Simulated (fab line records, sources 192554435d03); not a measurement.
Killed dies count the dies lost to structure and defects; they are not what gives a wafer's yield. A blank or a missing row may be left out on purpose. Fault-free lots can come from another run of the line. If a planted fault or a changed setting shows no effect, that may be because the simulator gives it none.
Matching of chambers / flow n5Finfet / N5_BEOL_M9_CURE_71 on uvCure-03 has 3 sister chambers
The step cures SiCOH lowk, time 240 s. 3 wafers are shown with their chamber, then 8 later ones without.

WAFERS, EACH WITH ITS CHAMBER
wafer=L087.6 chamber=0 wafer_temp_C_max=386.5
wafer=L089.6 chamber=1 wafer_temp_C_max=388.3
wafer=L093.1 chamber=2 wafer_temp_C_max=386.1

WAFERS WITH NO CHAMBER GIVEN
wafer=L093.4 wafer_temp_C_max=386.3
wafer=L093.6 wafer_temp_C_max=386.2
wafer=L094.1 wafer_temp_C_max=386.5
wafer=L094.2 wafer_temp_C_max=386.8
wafer=L094.3 wafer_temp_C_max=387.7
wafer=L096.1 wafer_temp_C_max=386.4
wafer=L096.3 wafer_temp_C_max=386.6
wafer=L096.5 wafer_temp_C_max=386.0

WHICH CHAMBER EACH ONE RAN IN
wafer=L093.4; from the rows above=can't be placed: 0 or 2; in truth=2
wafer=L093.6; from the rows above=can't be placed: 2 or 0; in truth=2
wafer=L094.1; from the rows above=can't be placed: 0 or 2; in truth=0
wafer=L094.2; from the rows above=can't be placed: 0 or 2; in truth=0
wafer=L094.3; from the rows above=1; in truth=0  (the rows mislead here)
wafer=L096.1; from the rows above=can't be placed: 0 or 2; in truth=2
wafer=L096.3; from the rows above=can't be placed: 0 or 2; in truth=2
wafer=L096.5; from the rows above=can't be placed: 2 or 0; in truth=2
Correctly placed: 0 of 8. Can't be placed from these rows: 7 (the true chamber is among the candidates in 7). 1 placed wrongly.
How it was worked out, from the rows above alone: a wafer's distance from a chamber is the root of the sum, over the readings, of the square of ((its reading less the chamber's mean) divided by the reading's scatter). The wafer belongs to the nearest chamber; if the next one is less than 2 further off, it can't be placed. The mean given for a chamber averages the wafers shown for that chamber. The scatter (one wafer shown for each chamber): square how far every hidden wafer sits from the nearest shown wafer, average those squares and take the square root.
